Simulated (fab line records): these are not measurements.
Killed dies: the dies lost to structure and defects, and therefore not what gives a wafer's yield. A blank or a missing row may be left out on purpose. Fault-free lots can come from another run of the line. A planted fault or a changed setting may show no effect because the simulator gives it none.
fab line records ; flow nandHarc
[record] lots = 12; wafers = 36; lastDay = 33
route steps=1302 shown P_ZERO_WELL@14 P_STI@104 P_GATE@143 END@1302
lots that met no fault: from a run of the same line without faults
startH: hours from the record's first day to the start of the lot's first wafer shown ; waitH: hours from the lot's prior step to this one ; " same as the row above ; L1.1+2: a single row standing in for several wafers ; - value missing, or start not given ; * or withheld: withheld ; < > ~ a bound
route shown NAME@n: a module of which the file shows steps, and the number in the route of the first ; usual: mean/standard deviation of fault-free wafers ; same: alike in all rows ; chamber/n: place in a boat ; sites: the reading at each site ; _std_site: the standard deviation of these ; _edge_site: mean of outer sites minus mean of inner sites ; radiusMm: for every site, how far away it sits from the centre of the wafer ; mask NAME#n: copy n ; behind: the tool/chamber that last shaped the wafer ; hold: what put the lot on hold/how long, in hours/how the hold closed ; device: the transistor (n, p or np) that didn't switch ; end of line: at the end of the route, the tests of the same wafers ; a step with no rows: only its recipe ; killed: at the first sort, the dies lost to defects and structure; wafer yield is something else ; map: dies across one wafer; x = killed, . = not, _ = none there
set.NAME: setting as actually run; set.NAME@STEP: the setting as run at that earlier step ; model.NAME: the simulator's own value behind a step, which no gauge read
a sample of lots followed through the steps of the route, with each step as a table and each wafer as a row
services: when a tool's chamber went out of use (startH, in hours from the record's first day, below 0 if earlier), for how many hours, and the reason
[[steps]]
[step NHARC_P_ZERO_WELL_CD_MEAS_11]
[recipe] targetCdNm = 500; landingEnergyEv = 500
[usual] cdNm = 498.5/1.8
lot.wafer;tool;chamber;startH;waitH;cdNm
L798.2;cdSem-03;0;31.27;-;500.9
L798.3;cdSem-03;0;31.27;-;499.7
L798.6;cdSem-03;0;31.27;-;499.8
L799.1;cdSem-03;0;41.23;-;497.2
L799.4;cdSem-03;0;41.23;-;496.4
L799.5;cdSem-03;0;41.23;-;496.8
L800.2;cdSem-03;0;51.24;-;502.1
L800.4;cdSem-03;0;51.24;-;502.1
L800.5;cdSem-03;0;51.24;-;499.8
L802.1;cdSem-02;0;71.24;-;497.3
L802.2;cdSem-02;0;71.24;-;499.0
L802.3;cdSem-02;0;71.24;-;500.3
L804.1;cdSem-03;0;91.24;-;501.0
L804.5;cdSem-03;0;91.24;-;498.3
L804.6;cdSem-03;0;91.24;-;499.3
L807.2;cdSem-02;0;121.25;-;500.3
L807.3;cdSem-02;0;121.25;-;501.2
L807.6;cdSem-02;0;121.25;-;499.8
L809.1;cdSem-02;0;141.11;-;499.2
L809.3;cdSem-02;0;141.11;-;497.3
L809.4;cdSem-02;0;141.11;-;500.5
L814.1;cdSem-01;0;191.38;-;499.6
L814.2;cdSem-01;0;191.38;-;497.7
L814.6;cdSem-01;0;191.38;-;497.4
L815.3;cdSem-01;0;201.25;-;496.5
L815.4;cdSem-01;0;201.25;-;498.2
L815.5;cdSem-01;0;201.25;-;496.7
L816.3;cdSem-02;0;211.14;-;495.9
L816.4;cdSem-02;0;211.14;-;498.1
L816.5;cdSem-02;0;211.14;-;500.6
L818.2;cdSem-03;0;231.19;-;497.9
L818.5;cdSem-03;0;231.19;-;498.5
L818.6;cdSem-03;0;231.19;-;500.2
L820.3;cdSem-02;0;251.26;-;498.3
L820.4;cdSem-02;0;251.26;-;496.0
L820.6;cdSem-02;0;251.26;-;496.5
[step NHARC_P_ZERO_WELL_ETCH_63]
[recipe] targetDepthA = 1200; timeS = 40.1; hbrFlowSccm = 150; cl2FlowSccm = 50; rfW = 400; icpW = 400; biasW = 100; chemistry = HBr/Cl2
[usual] drypumpMotorCurrentA = 5.8/0.48; hbrFlowSccm = 150.0/0.43; oesProductAu = 1.002/0.01; throttleValvePct = 26.404/0.0095
lot.wafer;tool;chamber;startH;waitH;drypumpMotorCurrentA;hbrFlowSccm;oesProductAu;rfHoursCounterH;throttleValvePct
L798.2;rieSi-01;2;31.70;-;5.3;149.6;1.023;0.0;26.404
L798.3;rieSi-01;0;31.70;-;5.3;150.0;1.000;0.1;26.395
L798.6;rieSi-01;1;31.70;-;6.2;149.6;1.008;-;26.394
L799.1;rieSi-01;0;41.66;-;5.3;149.4;1.004;0.2;26.400
L799.4;rieSi-01;2;41.66;-;5.3;149.8;1.023;0.1;26.397
L799.5;rieSi-01;0;41.66;-;5.3;149.8;1.005;-;26.391
L800.2;rieSi-01;2;51.67;-;5.3;150.3;1.014;0.2;26.409
L800.4;rieSi-01;0;51.67;-;5.3;150.6;1.005;0.3;26.420
L800.5;rieSi-01;1;51.67;-;6.2;150.7;1.001;-;26.403
L802.3;rieSi-02;1;71.66;-;4.7;150.0;1.013;0.8;26.421
L802.1;rieSi-02;2;71.66;-;6.3;149.4;1.002;0.9;26.402
L802.2;rieSi-02;3;71.66;-;6.0;150.0;1.012;0.9;26.403
L804.1;rieSi-02;1;91.69;-;4.7;150.4;1.014;1.0;26.404
L804.5;rieSi-02;2;91.69;-;6.3;149.7;0.995;-;26.407
L804.6;rieSi-02;3;91.69;-;6.0;150.8;1.008;-;26.400
L807.2;rieSi-03;2;121.66;-;6.2;149.5;0.998;0.3;26.418
L807.3;rieSi-03;0;121.66;-;5.6;149.4;0.988;0.4;26.389
L807.6;rieSi-03;2;121.66;-;6.2;150.3;1.005;-;26.406
L809.4;rieSi-02;3;141.52;-;6.0;149.6;1.009;0.3;26.409
L809.1;rieSi-02;0;141.52;-;5.8;150.4;0.994;0.4;26.406
L809.3;rieSi-02;1;141.52;-;4.7;150.1;0.995;0.4;26.401
L814.1;rieSi-01;3;191.83;-;6.5;149.4;1.005;0.9;26.398
L814.2;rieSi-01;2;191.83;-;5.3;149.8;1.002;0.9;26.403
L814.6;rieSi-01;2;191.83;-;5.3;149.8;1.023;-;26.397
L815.3;rieSi-03;2;201.66;-;6.2;150.0;0.993;0.9;26.430
L815.4;rieSi-03;0;201.66;-;5.6;150.4;1.000;1.0;26.397
L815.5;rieSi-03;2;201.66;-;6.2;149.4;1.001;-;26.412
L816.3;rieSi-03;0;211.57;-;5.6;149.8;0.992;1.0;26.387
L816.4;rieSi-03;1;211.57;-;5.8;150.5;1.005;0.9;26.397
L816.5;rieSi-03;3;211.57;-;6.1;149.7;0.986;-;26.401
L818.2;rieSi-03;1;231.76;-;5.8;150.1;1.022;0.0;26.411
L818.6;rieSi-03;2;231.76;-;6.2;150.0;1.013;-;26.392
L818.5;rieSi-03;3;231.76;-;6.2;149.8;1.018;-;26.410
L820.4;rieSi-03;2;251.68;-;6.2;150.2;1.001;0.1;26.411
L820.3;rieSi-03;3;251.68;-;6.2;150.1;1.009;0.1;26.398
L820.6;rieSi-03;1;251.68;-;5.8;150.5;1.011;-;26.422
[step NHARC_P_ZERO_WELL_INSPECT_43]
[usual] rawDefectCount = 14/6.3
lot.wafer;tool;chamber;startH;waitH;rawDefectCount
L798.2;defectInspect-01;-;37.95;0.5;16
L798.3;defectInspect-01;-;37.95;0.5;13
L798.6;defectInspect-01;-;37.95;0.5;15
L799.1;defectInspect-02;-;48.25;0.6;14
L799.4;defectInspect-02;-;48.25;0.6;13
L799.5;defectInspect-02;-;48.25;0.6;6
L800.2;defectInspect-01;-;57.61;0.5;20
L800.4;defectInspect-01;-;57.61;0.5;10
L800.5;defectInspect-01;-;57.61;0.5;12
L802.1;defectInspect-01;-;77.58;0.6;15
L802.2;defectInspect-01;-;77.58;0.6;28
L802.3;defectInspect-01;-;77.58;0.6;21
L804.1;defectInspect-01;-;97.55;0.6;15
L804.5;defectInspect-01;-;97.55;0.6;15
L804.6;defectInspect-01;-;97.55;0.6;13
L807.2;defectInspect-01;-;127.59;0.5;14
L807.3;defectInspect-01;-;127.59;0.5;12
L807.6;defectInspect-01;-;127.59;0.5;15
L809.1;defectInspect-01;-;147.56;0.6;5
L809.3;defectInspect-01;-;147.56;0.6;7
L809.4;defectInspect-01;-;147.56;0.6;15
L814.1;defectInspect-01;-;197.64;0.6;18
L814.2;defectInspect-01;-;197.64;0.6;12
L814.6;defectInspect-01;-;197.64;0.6;26
L815.3;defectInspect-02;-;207.56;0.3;6
L815.4;defectInspect-02;-;207.56;0.3;15
L815.5;defectInspect-02;-;207.56;0.3;17
L816.3;defectInspect-02;-;222.30;0.4;7
L816.4;defectInspect-02;-;222.30;0.4;20
L816.5;defectInspect-02;-;222.30;0.4;22
L818.2;defectInspect-02;-;237.48;0.5;23
L818.5;defectInspect-02;-;237.48;0.5;28
L818.6;defectInspect-02;-;237.48;0.5;26
L820.3;defectInspect-01;-;257.44;0.4;19
L820.4;defectInspect-01;-;257.44;0.4;7
L820.6;defectInspect-01;-;257.44;0.4;16
[step NHARC_P_STI_STRIP_24]
[recipe] tempC = 160; chemistry = H3PO4; material = Si3N4
lot.wafer;tool;chamber;startH;waitH
L799.1+5+4;wetBench-02;2,4,6;79.78;0.0
L798.2+3+6;wetBench-04;6,7,0;79.87;0.0
L800.5+4+2;wetBench-09;7,2,3;93.17;0.0
L802.2+1+3;wetBench-02;1,3,6;111.34;0.0
L804.5+1+6;wetBench-02;3,4,7;133.21;0.0
L807.2+6+3;wetBench-09;0,1,4;162.09;0.0
L809.1+4+3;wetBench-02;2,3,4;182.60;0.0
L814.1+2+6;wetBench-04;4,6,7;236.58;0.0
L815.4+3+5;wetBench-09;2,4,5;248.55;0.0
L816.5+3+4;wetBench-09;5,0,2;260.49;0.0
L818.6+2+5;wetBench-09;4,6,7;271.33;0.0
L820.4+6+3;wetBench-09;7,1,3;293.48;0.0
[step NHARC_P_STI_INSPECT_25]
[usual] rawDefectCount = 220/80
lot.wafer;tool;chamber;startH;waitH;rawDefectCount
L799.1;defectInspect-01;-;87.82;0.4;368
L799.4;defectInspect-01;-;87.82;0.4;353
L799.5;defectInspect-01;-;87.82;0.4;316
L798.2;defectInspect-02;-;87.83;0.4;181
L798.3;defectInspect-02;-;87.83;0.4;137
L798.6;defectInspect-02;-;87.83;0.4;140
L800.2;defectInspect-01;-;101.45;0.4;107
L800.4;defectInspect-01;-;101.45;0.4;259
L800.5;defectInspect-01;-;101.45;0.4;185
L802.1;defectInspect-01;-;119.12;0.4;282
L802.2;defectInspect-01;-;119.12;0.4;208
L802.3;defectInspect-01;-;119.12;0.4;236
L804.1;defectInspect-01;-;141.36;0.4;240
L804.5;defectInspect-01;-;141.36;0.4;305
L804.6;defectInspect-01;-;141.36;0.4;265
L807.2;defectInspect-02;-;170.99;0.4;654
L807.3;defectInspect-02;-;170.99;0.4;594
L807.6;defectInspect-02;-;170.99;0.4;746
L809.1;defectInspect-02;-;190.27;0.4;213
L809.3;defectInspect-02;-;190.27;0.4;191
L809.4;defectInspect-02;-;190.27;0.4;321
L814.1;defectInspect-02;-;244.02;0.4;193
L814.2;defectInspect-02;-;244.02;0.4;164
L814.6;defectInspect-02;-;244.02;0.4;169
L815.3;defectInspect-02;-;258.01;0.4;291
L815.4;defectInspect-02;-;258.01;0.4;376
L815.5;defectInspect-02;-;258.01;0.4;338
L816.3;defectInspect-01;-;267.96;0.4;216
L816.4;defectInspect-01;-;267.96;0.4;194
L816.5;defectInspect-01;-;267.96;0.4;322
L818.2;defectInspect-02;-;278.92;0.4;107
L818.5;defectInspect-02;-;278.92;0.4;211
L818.6;defectInspect-02;-;278.92;0.4;190
L820.3;defectInspect-01;-;301.50;0.4;485
L820.4;defectInspect-01;-;301.50;0.4;241
L820.6;defectInspect-01;-;301.50;0.4;266
[step NHARC_P_GATE_INSPECT_28]
[usual] rawDefectCount = 6/3.1
lot.wafer;tool;chamber;startH;waitH;rawDefectCount
L799.1;defectInspect-02;-;110.49;0.0;10
L799.4;defectInspect-02;-;110.49;0.0;12
L799.5;defectInspect-02;-;110.49;0.0;8
L798.2;defectInspect-01;-;110.65;0.0;9
L798.3;defectInspect-01;-;110.65;0.0;2
L798.6;defectInspect-01;-;110.65;0.0;8
L800.2;defectInspect-02;-;124.17;0.0;7
L800.4;defectInspect-02;-;124.17;0.0;7
L800.5;defectInspect-02;-;124.17;0.0;9
L802.1;defectInspect-02;-;143.79;0.0;6
L802.2;defectInspect-02;-;143.79;0.0;10
L802.3;defectInspect-02;-;143.79;0.0;7
L804.1;defectInspect-01;-;165.10;0.0;9
L804.5;defectInspect-01;-;165.10;0.0;6
L804.6;defectInspect-01;-;165.10;0.0;9
L807.2;defectInspect-01;-;201.41;0.0;266
L807.3;defectInspect-01;-;201.41;0.0;254
L807.6;defectInspect-01;-;201.41;0.0;267
L809.1;defectInspect-02;-;213.12;0.0;6
L809.3;defectInspect-02;-;213.12;0.0;4
L809.4;defectInspect-02;-;213.12;0.0;5
L814.1;defectInspect-01;-;266.38;0.0;3
L814.2;defectInspect-01;-;266.38;0.0;2
L814.6;defectInspect-01;-;266.38;0.0;5
L815.3;defectInspect-02;-;286.22;0.0;3
L815.4;defectInspect-02;-;286.22;0.0;9
L815.5;defectInspect-02;-;286.22;0.0;10
L816.3;defectInspect-02;-;293.46;0.0;5
L816.4;defectInspect-02;-;293.46;0.0;4
L816.5;defectInspect-02;-;293.46;0.0;5
L818.2;defectInspect-01;-;304.33;0.0;6
L818.5;defectInspect-01;-;304.33;0.0;3
L818.6;defectInspect-01;-;304.33;0.0;7
L820.3;defectInspect-01;-;324.69;0.0;10
L820.4;defectInspect-01;-;324.69;0.0;7
L820.6;defectInspect-01;-;324.69;0.0;7
[step NHARC_END_SORT_01]
[recipe] tempC = 25
[usual] killedAtArray = 52/18; killedAtOther = 0.6/1.1; killedAtPeriphery = 3.7/2.4; killedDies = 57/19; killedOpen = 3.1/1.7; killedShort = 2.5/1.7
[same] grossDies = 677
lot.wafer;tool;chamber;startH;waitH;killedAtArray;killedAtOther;killedAtPeriphery;killedDies;killedOpen;killedShort
L807.2;prober-02;0;686.73;2.8;23;0;59;82;3;3
L807.3;prober-02;0;687.54;3.1;31;0;62;93;2;3
L807.6;prober-02;0;689.96;4.0;26;0;64;90;1;4
L814.1;prober-01;0;729.89;2.5;63;0;2;65;4;3
L814.2;prober-01;0;730.67;2.8;64;0;4;68;2;0
L814.6;prober-01;0;733.81;3.9;73;0;4;77;2;0
// killed by level:class
L807.2 P_STI:unspecified=59 A_CHANNEL_HOLE_D2:chamberFilmFlake=8 A_CHANNEL_HOLE_D1:chamberFilmFlake=3 A_DECK1_JOINT:chamberFilmFlake=2 A_DECK1_JOINT:geometricParticle:open=1 A_DECK1_JOINT:geometricParticle:short=1 A_CHANNEL_FILL_D2:geometricParticle:open=1 A_CHANNEL_FILL_D2:geometricParticle:short=1
L807.3 P_STI:unspecified=61 A_CHANNEL_HOLE_D2:chamberFilmFlake=17 A_STAIRCASE:chamberFilmFlake=2 A_CHANNEL_HOLE_D1:chamberFilmFlake=2 A_DECK1_JOINT:chamberFilmFlake=2 A_ONON_D1:geometricParticle:short=1 A_CHANNEL_FILL_D1:geometricParticle:short=1 A_CHANNEL_FILL_D2:geometricParticle:short=1
L807.6 P_STI:unspecified=64 A_CHANNEL_HOLE_D2:chamberFilmFlake=12 A_SLIT:chamberFilmFlake=4 A_CONTACT:chamberFilmFlake=2 A_CHANNEL_FILL_D2:geometricParticle:short=1 A_STAIRCASE:geometricParticle:short=1 A_SGD_CUT:geometricParticle:short=1 A_SGD_CUT:geometricParticle:open=1
L814.1 A_SLIT:chamberFilmFlake=31 A_CHANNEL_HOLE_D1:chamberFilmFlake=18 A_STAIRCASE:chamberFilmFlake=4 A_CONTACT:chamberFilmFlake=3 A_CHANNEL_FILL_D1:chamberFilmFlake=2 P_GATE:geometricParticle:open=1 P_M0:geometricParticle:short=1 A_SOURCE_PLATE:geometricParticle:short=1
L814.2 A_SLIT:chamberFilmFlake=35 A_CHANNEL_HOLE_D1:chamberFilmFlake=20 A_CONTACT:chamberFilmFlake=4 P_GATE:geometricParticle:open=1 A_M0:geometricParticle:open=1 P_STI:chamberFilmFlake=1 P_GATE:chamberFilmFlake=1 P_M1:chamberFilmFlake=1
L814.6 A_SLIT:chamberFilmFlake=37 A_CHANNEL_HOLE_D1:chamberFilmFlake=27 A_CHANNEL_FILL_D1:chamberFilmFlake=2 A_STAIRCASE:chamberFilmFlake=2 A_CONTACT:chamberFilmFlake=2 P_STI:geometricParticle:open=1 A_BLC:geometricParticle:open=1 P_M1:chamberFilmFlake=1
[[services]]
tool;chamber;startH;hours;kind
rieSi-01;-;16.00;9.0;pm
rieSi-03;0;17.17;1.6;repair
rieSi-02;-;24.29;0.2;repair
rieSi-01;-;33.36;0.3;repair
rieSi-03;2;41.82;2.2;repair
rieSi-03;-;44.01;9.0;pm
rieSi-01;-;63.69;12.1;repair
wetBench-02;-;68.00;8.0;pm
rieSi-03;0;86.13;7.3;repair
wetBench-09;-;98.44;7.0;repair
rieSi-02;-;100.00;9.0;pm
rieSi-01;1;101.99;11.6;repair
rieSi-03;3;156.85;2.8;repair
rieSi-03;3;160.89;8.7;repair
rieSi-02;0;169.67;9.1;repair
wetBench-09;-;176.80;8.0;pm
rieSi-03;-;186.16;0.2;repair
rieSi-01;0;191.10;22.9;repair
rieSi-01;-;193.00;9.0;pm
rieSi-01;3;211.87;3.6;repair
rieSi-03;-;221.01;9.0;pm
rieSi-01;0;231.80;2.9;repair
wetBench-02;-;244.00;8.0;pm
rieSi-01;2;264.57;4.7;repair
[[key]]
[firstSign] step = NHARC_P_STI_INSPECT_25; reading = rawDefectCount; direction = up; sigmas = 5.6; usual = 220; struck = 665
[effect] step = NHARC_P_GATE_INSPECT_28; reading = rawDefectCount; direction = up; sigmas = 84; usual = 6; struck = 262
[effect] step = NHARC_END_SORT_01; reading = killedAtPeriphery; direction = up; sigmas = 24; usual = 3.7; struck = 61.7
[moreKillsBornAt] NHARC_P_STI_STRIP_24@wetBench-09 = 184
metAt NHARC_P_STI_STRIP_24
struckLots L807
testerLeftOut L807
notActingAt NHARC_P_ZERO_WELL_CD_MEAS_11,NHARC_P_ZERO_WELL_ETCH_63,NHARC_P_ZERO_WELL_INSPECT_43
onsetBetween 93.17 162.09
[fault] kind = chamberParticleSource; tool = wetBench-09; chamber = -; onsetH = 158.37; steps = NHARC_P_STI_STRIP_24; ratePerVisitCm2 = 0.39926; endH = 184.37
// testerLeftOut: of these lots the tester's yield and bins aren't shown, on N5 and GAA mostly nor the transistor test; their killed dies are dies lost to structure and defects alone, not to doping, threshold or leakage, so they don't give the yield
